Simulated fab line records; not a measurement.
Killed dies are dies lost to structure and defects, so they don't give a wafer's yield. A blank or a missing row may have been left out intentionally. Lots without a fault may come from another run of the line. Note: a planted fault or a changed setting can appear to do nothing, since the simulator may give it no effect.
Chamber matching    flow nand-harc    cmp-02 running NHARC_A_CHANNEL_FILL_D1_CMP_10: 4 sister chambers
The step polishes, target thk 150 nm. 4 wafers are shown with their chamber, then 7 later ones without.

WAFERS WITH THEIR CHAMBER
wafer   chamber  motor-current-A (A)
L907.1  1        14.1
L907.3  2        11.5
L908.1  0        12.5
L908.5  3        11.7

WAFERS MISSING THEIR CHAMBER
wafer   motor-current-A (A)
L908.6  11.9
L911.1  12.3
L911.3  11.6
L911.5  12.1
L916.2  11.1
L916.3  12.3
L916.4  14.4

CHAMBER TAKEN BY EACH
wafer   from the rows above           in truth
L908.6  can't be placed: 3 or 2 or 0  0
L911.1  can't be placed: 0 or 3       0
L911.3  can't be placed: 2 or 3       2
L911.5  can't be placed: 0 or 3 or 2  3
L916.2  can't be placed: 2 or 3       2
L916.3  can't be placed: 0 or 3       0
L916.4  1                             1
Correctly placed: 1 of 7. Not placeable from these rows: 6 (in 6, the candidates include the true chamber). Placed wrongly: 0.
How it was worked out, from the rows above alone: a wafer's distance from a chamber is the root of the sum, over the readings, of the square of ((its reading less the chamber's mean) divided by the reading's scatter). The wafer belongs to the nearest chamber; if the next one is less than 2 further off, it can't be placed. For every chamber, the mean is computed from those of its wafers that are shown. The scatter: with one shown wafer a chamber, the root of the mean of the squares of how far each hidden wafer lies from its nearest shown one.
